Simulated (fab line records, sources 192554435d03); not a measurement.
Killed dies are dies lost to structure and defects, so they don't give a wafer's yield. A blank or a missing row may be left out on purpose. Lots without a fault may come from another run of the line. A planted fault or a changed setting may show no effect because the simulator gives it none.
Split-lot experiment | flow n5_finfet | 7 lots, 39 wafers read, on a route of 1938 steps

THE SPLIT
At N5_MIM_BOT_SPUTTER_00 (material TiN, target thk 35 nm, time 89.7 s), the setting time_s was moved away from the recipe's 89.7 s on 12 of the 39 wafers read, by +27.9% to +55.7%. The other wafers ran this setting at the recipe's value.

The reading is taken at the split's own step.

THE READING
TiN_of_MIM_BOT_SPUTTER_00.thk_nm (the simulator's own value, which no gauge read), in nm, at N5_MIM_BOT_SPUTTER_00 (material TiN, target thk 35 nm, time 89.7 s). The file gives no usual value for it. The 27 wafers here that ran the recipe average 34.6 nm, standard deviation 0.41 nm.

wafer  | tool, chamber at the split | time_s as run, s | against the recipe | TiN_of_MIM_BOT_SPUTTER_00.thk_nm, nm | against lot-mates on the recipe
L075.1 | pvd_sputter-03, -          | 89.7             | recipe             | 35.2                                 | -
L075.2 | pvd_sputter-03, -          | 119.9            | +33.7%             | 47.2                                 | +12.3
L075.3 | pvd_sputter-03, -          | 119.9            | +33.7%             | 46.4                                 | +11.5
L075.4 | pvd_sputter-03, -          | 89.7             | recipe             | 34.8                                 | -
L075.5 | pvd_sputter-03, -          | 89.7             | recipe             | 34.8                                 | -
L075.6 | pvd_sputter-03, -          | 119.9            | +33.7%             | 46.8                                 | +11.9
L077.2 | pvd_sputter-01, -          | 89.7             | recipe             | 35.2                                 | -
L077.5 | pvd_sputter-01, -          | 89.7             | recipe             | 35.2                                 | -
L077.6 | pvd_sputter-01, -          | 89.7             | recipe             | 35.2                                 | -
L078.1 | pvd_sputter-02, -          | 118.1            | +31.7%             | 46.2                                 | +11.5
L078.2 | pvd_sputter-02, -          | 118.1            | +31.7%             | 45.4                                 | +10.7
L078.3 | pvd_sputter-02, -          | 89.7             | recipe             | 34.6                                 | -
L078.6 | pvd_sputter-02, -          | 89.7             | recipe             | 34.6                                 | -
L078.4 | pvd_sputter-02, -          | 89.7             | recipe             | 34.8                                 | -
L078.5 | pvd_sputter-02, -          | 118.1            | +31.7%             | 45                                   | +10.3
L080.1 | pvd_sputter-03, -          | 89.7             | recipe             | 34.6                                 | -
L080.2 | pvd_sputter-03, -          | 89.7             | recipe             | 34.2                                 | -
L080.5 | pvd_sputter-03, -          | 89.7             | recipe             | 34.2                                 | -
L080.3 | pvd_sputter-03, -          | 114.7            | +27.9%             | 44.4                                 | +10.1
L080.4 | pvd_sputter-03, -          | 114.7            | +27.9%             | 44.4                                 | +10.1
L080.6 | pvd_sputter-03, -          | 114.7            | +27.9%             | 44.4                                 | +10.1
L088.1 | pvd_sputter-02, -          | 89.7             | recipe             | 35                                   | -
L088.2 | pvd_sputter-02, -          | 89.7             | recipe             | 34.2                                 | -
L088.5 | pvd_sputter-02, -          | 89.7             | recipe             | 34.2                                 | -
L088.3 | pvd_sputter-02, -          | 89.7             | recipe             | 35.4                                 | -
L088.4 | pvd_sputter-02, -          | 89.7             | recipe             | 34.6                                 | -
L088.6 | pvd_sputter-02, -          | 89.7             | recipe             | 34.6                                 | -
L090.1 | pvd_sputter-03, -          | 89.7             | recipe             | 35                                   | -
L090.2 | pvd_sputter-03, -          | 89.7             | recipe             | 34                                   | -
L090.3 | pvd_sputter-03, -          | 89.7             | recipe             | 34.4                                 | -
L090.4 | pvd_sputter-03, -          | 89.7             | recipe             | 34.4                                 | -
L090.6 | pvd_sputter-03, -          | 89.7             | recipe             | 34.4                                 | -
L090.5 | pvd_sputter-03, -          | 89.7             | recipe             | 34.6                                 | -
L096.1 | pvd_sputter-03, -          | 139.7            | +55.7%             | 54.2                                 | +20.1
L096.2 | pvd_sputter-03, -          | 89.7             | recipe             | 33.8                                 | -
L096.3 | pvd_sputter-03, -          | 89.7             | recipe             | 34.2                                 | -
L096.4 | pvd_sputter-03, -          | 139.7            | +55.7%             | 54                                   | +19.9
L096.5 | pvd_sputter-03, -          | 89.7             | recipe             | 34.4                                 | -
L096.6 | pvd_sputter-03, -          | 139.7            | +55.7%             | 53.2                                 | +19.1

THE FIT
A straight line over all 39 wafers: TiN_of_MIM_BOT_SPUTTER_00.thk_nm changes by +0.348 nm for each +1% of time_s; r = +1.00; the points scatter about the line by 0.43 nm.
The same after taking each lot's own level away (the mean of its wafers on the recipe; 39 wafers): +0.352 nm for each +1%; r = +1.00; scatter 0.33 nm.
On that fit, the largest move of time_s shifts the reading by 20 nm.
The lots' own levels span 34.13 to 35.20 nm, that is 2.6 times the standard deviation above.
So the lot-to-lot level changes the slope little: the two slopes agree.
Check: with one of the wafers moved furthest among these (+55.7%) left out of the fit, the line predicts +19.5 nm for it against its lot-mates. It came out at +20.1 nm against them.

OTHER SPLITS ON THESE WAFERS
These wafers also went through other splits before the reading. Each is held against what the fit with the lots' levels taken away leaves over:
other split on the same wafers           | wafers away from the commonest value | r with TiN_of_MIM_BOT_SPUTTER_00.thk_nm (lot level and that fit taken away)
N5_ZERO_LAYER_ETCH_18 target_depth_a     | 15                                   | +0.03
N5_ILD0_PRECLEAN_10 time_s               | 9                                    | +0.00
N5_MOL_CONTACT_COAG_CVD_140 target_thk_a | 18                                   | -0.15
N5_BEOL_M3_ILD_DEP_00 time_s             | 15                                   | -0.07
N5_BEOL_M6_ALD_77 ald_cycles             | 12                                   | -0.08
N5_BEOL_M9_ETCH_62 time_s                | 18                                   | -0.23

THE FILE'S OWN FIT
TiN_of_MIM_BOT_SPUTTER_00.thk_nm changes by +0.352 nm for each +1% of time_s, r = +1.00.
